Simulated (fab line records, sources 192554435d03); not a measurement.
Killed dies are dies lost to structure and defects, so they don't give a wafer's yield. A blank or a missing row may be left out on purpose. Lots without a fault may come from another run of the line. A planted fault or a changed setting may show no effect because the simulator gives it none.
A struck lot beside a sound one | flow n5_finfet | 15 steps out of a route of 1938
Sound: wafers L907.2, L907.3, L907.6. Struck: wafers L900.1, L900.3, L900.6. The cause comes at the end.
At each step with rows: each side's tool, then ch and its chambers, then its first start. Under that, the readings that differ: sound wafers | struck wafers | difference of the means | sigmas: that difference in standard deviations of wafers without a fault.
alike: readings whose means differ by less than 2 such deviations, and words and numbers that are the same on both sides. not compared: withheld readings, readings that some wafer has no value for, bounds like >300 that may hide the same value, and numbers for which the record gives no deviation and whose values overlap.
The two part at a step that has a row with sigmas, a row that says differs or no value, or rows on one side only. Numbers that don't overlap but have no deviation are shown without sigmas and don't part them. A reading that every wafer of one side lacks parts them only if that side has two wafers or more.

N5_BEOL_M6_VIA_ETCH_34: etches SiCOH lowk in C4F6/O2, target depth 126.3 nm, time 50.9 s.
  sound on rie_diel-01 ch 0,1,3, day 15 00:03; struck on rie_diel-06 ch 0,2,3, day 12 14:49
  alike: drypump_motor_current_A, oes_product_au, rf_vpp_V, showerhead_plenum_p_Torr, throttle_valve_pct
  not compared: rf_hours_counter_h
then, 1 step without rows for these wafers: N5_BEOL_M6_STRIP_76 (strips in C4F6/O2).
N5_BEOL_M6_STRIP_36: strips in N2/H2.
  sound on rie_diel-01 ch 0,1,3, day 15 00:06; struck on rie_diel-06 ch 0,2,3, day 12 14:52
  alike: drypump_motor_current_A, oes_product_au, rf_vpp_V, showerhead_plenum_p_Torr, throttle_valve_pct
  not compared: rf_hours_counter_h
N5_BEOL_M6_TRENCH_ETCH_37: etches SiCOH lowk in C4F6/O2, target depth 94.435 nm, time 31.5 s.
  sound on rie_diel-01 ch 0,1,3; struck on rie_diel-06 ch 0,2,3
  alike: drypump_motor_current_A, oes_product_au, rf_vpp_V, showerhead_plenum_p_Torr, throttle_valve_pct
  not compared: rf_hours_counter_h
then, 1 step without rows for these wafers: N5_BEOL_M6_ETCH_41 (etches SiCN in CH3F/O2, target depth 29.7 nm, time 52 s).
N5_BEOL_M6_STRIP_80: strips in N2/H2, time 10 s.
  sound on rie_diel-01 ch 0,1,3; struck on rie_diel-06 ch 0,2,3
  alike: drypump_motor_current_A, oes_product_au, rf_vpp_V, showerhead_plenum_p_Torr, throttle_valve_pct
  not compared: rf_hours_counter_h
N5_BEOL_M6_OCD_MEAS_38:
  sound on ocd-01, day 15 00:18; struck on ocd-02, day 12 15:04
  alike: trench_depth_nm
then, 4 steps without rows for these wafers: N5_BEOL_M6_HM_STRIP_39 (strips TiN in peroxide tin strip, target depth 25 nm, time 158 s); N5_BEOL_M6_SRD_40 (time 30 s); N5_BEOL_M6_PRECLEAN_42 (cleans in residue remover, time 60 s); N5_BEOL_M6_SRD_43 (time 30 s).
N5_BEOL_M6_CD_MEAS_35: target cd 40 nm, target cd y 28 nm.
  sound on cd_sem-02, day 15 00:27; struck on cd_sem-01, day 12 15:13
  alike: cd_nm
N5_BEOL_M6_CURE_75: cures SiCOH lowk, time 120 s.
  sound on uv_cure-01 ch 2, day 15 00:32; struck on uv_cure-01 ch 0, day 12 15:31
  no value came back on the struck wafers for lamp_power_pct (%), run_length_s (s), wafer_temp_C_max; on the sound wafers lamp_power_pct (%) reads 52.43 52.27 52.33
N5_BEOL_M6_DEGAS_44: time 60 s.
  sound on pvd_sputter-03, day 15 00:51; struck on pvd_sputter-03, day 12 15:54
  alike: heater_power_w, susceptor_temp_C
-- the record jumps here: 4 days lie between the struck wafers' starts before and after (it left off in module BEOL_M6 and takes up again in module PASSIVATION, whose first step shown is number 1936 of the route) --
N5_PASSIVATION_PROBE_49:
  sound on prober-02, day 18 18:12; struck on prober-02, day 16 05:56
  alike: defect_limited_yield, killed_at_M0_to_M3, killed_at_M4_up, killed_at_contacts, killed_at_front_end, killed_at_other, killed_dies, killed_open, killed_short, sort_bin_4_leakage, sort_bin_5_function, sort_bin_6_memory, sort_n_pass, sort_yield_pct

WHERE THEY PART
Only at N5_BEOL_M6_CURE_75, within this record. Later steps at which nothing parts them and some readings are alike: N5_BEOL_M6_DEGAS_44, N5_PASSIVATION_PROBE_49.

WHY: what the simulator had put in
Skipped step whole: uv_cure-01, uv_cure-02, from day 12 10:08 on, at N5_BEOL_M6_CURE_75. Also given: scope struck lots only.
